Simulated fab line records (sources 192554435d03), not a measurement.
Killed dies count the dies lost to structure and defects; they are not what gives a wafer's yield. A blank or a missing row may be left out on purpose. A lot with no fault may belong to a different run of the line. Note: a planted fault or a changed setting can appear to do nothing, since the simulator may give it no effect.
Chamber matching | flow n5 finfet | 3 sister chambers for N5_BEOL_M9_ILD_DEP_00 on pecvd-02
The step deposits SiCOH lowk from DEMS/porogen, target thk 308.51 nm, time 58 s. 6 wafers are shown with their chamber, then 8 later ones without.

WAFERS WITH THEIR CHAMBER
wafer  | chamber | throttle valve pct (%) | heater power w (W)
L080.5 | 1       | 13.1                   | 288
L082.5 | 2       | 13.3                   | 274
L084.2 | 1       | 12.7                   | 295
L084.3 | 0       | 14.4                   | 326
L084.5 | 2       | 13.6                   | 301
L093.3 | 0       | 14.4                   | 298

WAFERS MISSING THEIR CHAMBER
wafer  | throttle valve pct (%) | heater power w (W)
L093.4 | 12.9                   | 269
L093.6 | 13.8                   | 236
L094.1 | 13.5                   | 287
L094.5 | 13.7                   | 295
L094.6 | 13.0                   | 297
L095.2 | 14.5                   | 277
L095.4 | 13.0                   | 323
L095.6 | 13.6                   | 282

THE CHAMBER EACH PASSED THROUGH
wafer  | from the rows above          | in truth
L093.4 | can't be placed: 1 or 2      | 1
L093.6 | can't be placed: 2 or 0 or 1 | 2
L094.1 | 2                            | 2
L094.5 | 2                            | 2
L094.6 | can't be placed: 1 or 2      | 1
L095.2 | 0                            | 0
L095.4 | can't be placed: 1 or 2      | 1
L095.6 | 2                            | 2
Placed correctly: 4 of 8. These rows do not allow placing 4 (true chamber among the candidates in 4). Placed wrongly: 0.
How it was worked out, from the rows above alone: a wafer's distance from a chamber is the root of the sum, over the readings, of the square of ((its reading less the chamber's mean) divided by the reading's scatter). The wafer belongs to the nearest chamber; if the next one is less than 2 further off, it can't be placed. The mean given for a chamber averages the wafers shown for that chamber. The scatter: the root of (the sum of the squares of (reading less its chamber's mean) over the shown wafers, divided by (wafers less chambers)).
